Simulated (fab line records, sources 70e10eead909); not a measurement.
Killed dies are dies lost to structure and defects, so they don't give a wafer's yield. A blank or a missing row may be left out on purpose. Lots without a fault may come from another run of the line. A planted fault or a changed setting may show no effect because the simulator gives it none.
Chamber matching | flow nand_harc | NHARC_P_M0_CMP_23 on cmp-04: 4 sister chambers
The step polishes, t overpolish 20 s, target thk 117.53 nm. 14 wafers are shown with their chamber, then 6 later ones without.

WAFERS WITH THEIR CHAMBER
wafer  | chamber | motor_current_A (A) | time_to_endpoint_s (s)
L436.3 | 1       | 12.7                | 28.1
L436.4 | 3       | 11.2                | 24.6
L436.5 | 1       | 13.0                | 26.6
L440.5 | 0       | 11.7                | 31.7
L440.6 | 3       | 11.0                | 30.4
L450.3 | 3       | 10.9                | 27.4
L450.4 | 0       | 12.1                | 33.4
L450.6 | 2       | 15.0                | 32.7
L452.2 | 2       | 15.2                | 30.5
L452.3 | 0       | 11.6                | 29.3
L452.5 | 1       | 13.3                | 32.2
L454.1 | 1       | 12.3                | 32.4
L454.2 | 3       | 10.8                | 28.3
L454.6 | 0       | 12.4                | 31.8

SIGNATURES (means of the wafers above)
reading            | chamber 0 | chamber 1 | chamber 2 | chamber 3 | scatter within a chamber
motor_current_A    | 11.950    | 12.825    | 15.100    | 10.975    | 0.326
time_to_endpoint_s | 31.550    | 29.825    | 31.600    | 27.675    | 2.32
Rule: a wafer's distance from a chamber is the root of the sum, over the readings, of the square of ((its reading less the chamber's mean) divided by the reading's scatter). The wafer belongs to the nearest chamber; if the next one is less than 2 further off, it can't be placed. The scatter: the root of (the sum of the squares of (reading less its chamber's mean) over the shown wafers, divided by (wafers less chambers)).

WAFERS WITHOUT THEIR CHAMBER
wafer  | motor_current_A (A) | time_to_endpoint_s (s)
L453.1 | 13.1                | 24.5
L453.3 | 15.4                | 25.9
L453.6 | 12.2                | 24.5
L457.2 | 10.5                | 25.7
L457.3 | 11.6                | 26.8
L457.4 | 15.3                | 28.4

WHICH CHAMBER EACH WENT THROUGH
wafer  | from the rows above          | in truth
L453.1 | 1                            | 1
L453.3 | 2                            | 2
L453.6 | can't be placed: 1 or 0 or 3 | 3
L457.2 | 3                            | 3
L457.3 | can't be placed: 3 or 0      | 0
L457.4 | 2                            | 2
Placed correctly: 4 of 6. Can't be placed from these rows: 2 (the true chamber is among the candidates in 2). Placed wrongly: 0.
